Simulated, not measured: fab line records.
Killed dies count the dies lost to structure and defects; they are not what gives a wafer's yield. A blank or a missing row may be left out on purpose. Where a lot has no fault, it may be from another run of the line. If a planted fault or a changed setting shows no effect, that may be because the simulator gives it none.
Code-filled problem report in 8D (eight disciplines) form    flow n5Finfet    the parts of the form that need people (team, actions taken, sign-off) are left out

== 1. WHAT WENT WRONG ==
Mean of runLengthS at N5_BEOL_M0_CO_CAP_123: 156.1 s across 2 wafers in 2 lots; on wafers with no fault it is 125.4 s (standard deviation 0.48). Relative to the usual mean, that is a shift of +64 standard deviations.
The step: material Co, precursor CCTBA/H2, target thk 2 nm, time 102.1 s.
The first sign was on wafer L384.6 at day 7 07:16, on cvdCo-02. The record holds 30 wafers of 10 lots with a number at this step. The rule behind "out" and "out of limits": a value lying over 4 standard deviations away from the usual mean. All remaining wafers that have a number are taken as sound.

== 2. WHAT IT IS, AND WHAT IT ISN'T ==
question                     is                is not
which readings at this step  runLengthS        heaterPowerW
which lots                   L384, L387        L381, L382, L385, L393, L394, L395, L397, L399
which wafers of those lots   L384.6, L387.4    L384.1, L384.4, L387.3, L387.5
read on which tools          cvdCo-02          cvdCo-01
when                         from day 7 07:16  up to then (8 sound wafers); but 20 sound wafers of L385, L387, L393, L394, L395, L397, L399 came after

== 3. THE SUSPECTS, EACH WITH WHAT RULES IT OUT ==
Counting: any tool at a process step up to the reading remains a suspect provided it ran every lot that is out. Sound lots after the first of them don't rule it out here, since some wafers of a struck lot are sound.
- cvdCo-02 at N5_BEOL_M0_CO_CAP_123 (material Co, precursor CCTBA/H2, target thk 2 nm, time 102.1 s): kept. It processed each lot that is out (first: L384, day 7 07:16); up to then, its last sound lot is L382 (day 7 00:55). Its own readings are out on those wafers: runLengthS.
- At N5_BEOL_M0_CO_CAP_123 on cvdCo-02, chamber 1 took the sound wafers of the same lots and chamber 2 took the wafers that are out.
The count leaves cvdCo-02 at N5_BEOL_M0_CO_CAP_123.

== 4. THE CAUSE (what the simulator had put in) ==
cvdCo-02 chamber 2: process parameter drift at N5_BEOL_M0_CO_CAP_123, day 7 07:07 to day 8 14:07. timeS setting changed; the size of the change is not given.
Counting left only this tool.

== 5. THE EFFECT CHAIN, in route order ==
Each row: a reading whose mean over the struck wafers that have a number lies more than 3 standard deviations from the usual. Readings are gone through only where the record gives a usual standard deviation; hours: the median, over the lots, of the time from a lot's start at the first step in this table giving one to that lot's start at this step; sigmas: the change measured in usual standard deviations.
hours  step                   reading     usual    on struck wafers  change  sigmas
0      N5_BEOL_M0_CO_CAP_123  runLengthS  125.4 s  156.1             +30.7   +64
The process steps in it:
- N5_BEOL_M0_CO_CAP_123: material Co, precursor CCTBA/H2, target thk 2 nm, time 102.1 s.
Later steps that measure or inspect, where all struck wafers having a row at the step show a number for every such reading and not one has moved that far: N5_BEOL_M4_RC_MEAS_101.

== 6. HOW IT WOULD HAVE BEEN CAUGHT EARLIER ==
0 hours passed between the start of the fault at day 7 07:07 and the first reading out of limits in this record, taken at day 7 07:16.
